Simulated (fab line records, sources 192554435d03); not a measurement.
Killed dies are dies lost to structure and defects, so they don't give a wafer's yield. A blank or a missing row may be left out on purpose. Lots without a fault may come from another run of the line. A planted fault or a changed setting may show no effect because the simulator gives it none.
Split-lot experiment | flow n5_finfet | 7 lots, 21 wafers read, on a route of 1938 steps

THE SPLIT
At N5_BEOL_M10_COAT_22 (resist thk 90 nm), the setting spin_rpm was moved away from the recipe's 1500 rpm on 7 of the 21 wafers read, by -10.9% to +6.5%. The other wafers ran this setting at the recipe's value.

FROM THE SPLIT TO THE READING: what the file shows between them, 4 steps
- N5_BEOL_M10_EBR_24
- N5_BEOL_M10_SOFTBAKE_23: time 60 s
- N5_BEOL_M10_EXPOSE_25: exposes mask V9
- N5_BEOL_M10_PEB_26: peb time 60 s

THE READING
CAR-ArF_of_BEOL_M10_COAT_22.thk_nm (the simulator's own value, which no gauge read), in nm, at N5_BEOL_M10_DEVELOP_27 (develop time 30 s). The file gives no usual value for it. The 14 wafers here that ran the recipe average 88.5 nm, standard deviation 0.27 nm.

wafer  | tool, chamber at the split | spin_rpm as run, rpm | against the recipe | CAR-ArF_of_BEOL_M10_COAT_22.thk_nm, nm | against lot-mates on the recipe
L076.1 | litho_track-01, 0          | 1500                 | recipe             | 88.2                                   | -
L076.3 | litho_track-01, 0          | 1500                 | recipe             | 88                                     | -
L076.6 | litho_track-01, 0          | 1500                 | recipe             | 88                                     | -
L075.1 | litho_track-03, 0          | 1597                 | +6.5%              | 85.6                                   | -2.6
L075.2 | litho_track-03, 0          | 1500                 | recipe             | 88.2                                   | -
L075.3 | litho_track-03, 0          | 1597                 | +6.5%              | 85.4                                   | -2.8
L080.1 | litho_track-03, 0          | 1360                 | -9.3%              | 92.4                                   | no lot-mate on the recipe
L080.2 | litho_track-03, 0          | 1360                 | -9.3%              | 92.8                                   | no lot-mate on the recipe
L080.4 | litho_track-03, 0          | 1360                 | -9.3%              | 92.8                                   | no lot-mate on the recipe
L082.1 | litho_track-05, 0          | 1500                 | recipe             | 88.4                                   | -
L082.3 | litho_track-05, 0          | 1500                 | recipe             | 88.6                                   | -
L082.5 | litho_track-05, 0          | 1500                 | recipe             | 88.6                                   | -
L088.3 | litho_track-05, 0          | 1337                 | -10.9%             | 93.8                                   | +5.4
L088.6 | litho_track-05, 0          | 1337                 | -10.9%             | 93.8                                   | +5.4
L088.4 | litho_track-05, 0          | 1500                 | recipe             | 88.4                                   | -
L094.2 | litho_track-01, 0          | 1500                 | recipe             | 88.6                                   | -
L094.4 | litho_track-01, 0          | 1500                 | recipe             | 88.8                                   | -
L094.6 | litho_track-01, 0          | 1500                 | recipe             | 88.8                                   | -
L096.2 | litho_track-05, 0          | 1500                 | recipe             | 88.6                                   | -
L096.6 | litho_track-05, 0          | 1500                 | recipe             | 88.6                                   | -
L096.4 | litho_track-05, 0          | 1500                 | recipe             | 88.8                                   | -

THE FIT
A straight line over all 21 wafers: CAR-ArF_of_BEOL_M10_COAT_22.thk_nm changes by -0.467 nm for each +1% of spin_rpm; r = -0.99; the points scatter about the line by 0.27 nm.
The same after taking each lot's own level away (the mean of its wafers on the recipe; 18 wafers): -0.474 nm for each +1%; r = -1.00; scatter 0.16 nm.
On that fit, the largest move of spin_rpm shifts the reading by 5.2 nm.
The lots' own levels span 88.07 to 88.73 nm, that is 2.5 times the standard deviation above.
So the lot-to-lot level changes the slope little: the two slopes agree.
Check: with one of the wafers moved furthest among these (-10.9%) left out of the fit, the line predicts +5.11 nm for it against its lot-mates. It came out at +5.4 nm against them.

OTHER SPLITS ON THESE WAFERS
These wafers also went through other splits before the reading. Each is held against what the fit with the lots' levels taken away leaves over:
other split on the same wafers   | wafers away from the commonest value | r with CAR-ArF_of_BEOL_M10_COAT_22.thk_nm (lot level and that fit taken away)
N5_BEOL_M9_TRENCH_ETCH_37 time_s | 5                                    | +0.02
N5_BEOL_M10_COAT_64 spin_rpm     | 6                                    | -0.20

THE WHOLE CHAIN: every reading that the file lists as answering this split, in the file's order
step                   | what it does                                       | reading                                                                             | change (the file's fit)                                                                 | r (the file's)
N5_BEOL_M10_COAT_22    | resist thk 90 nm                                   | CAR-ArF_of_BEOL_M10_COAT_22.thk_nm (the simulator's own value, which no gauge read) | -0.463 nm for each +1% of the setting                                                   | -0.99
N5_BEOL_M10_DEVELOP_27 | develop time 30 s                                  | CAR-ArF_of_BEOL_M10_COAT_22.thk_nm (the simulator's own value, which no gauge read) | -0.476 nm for each +1% of the setting                                                   | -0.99
N5_BEOL_M10_ETCH_65    | etches SiARC in CF4, target depth 39 nm, time 65 s | CAR-ArF_of_BEOL_M10_COAT_22.thk_nm (the simulator's own value, which no gauge read) | -0.473 nm for each +1% of the setting, in a fit together with spin_rpm@BEOL_M10_COAT_64 | 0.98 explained

THE FILE'S OWN FIT
CAR-ArF_of_BEOL_M10_COAT_22.thk_nm changes by -0.476 nm for each +1% of spin_rpm, r = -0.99.
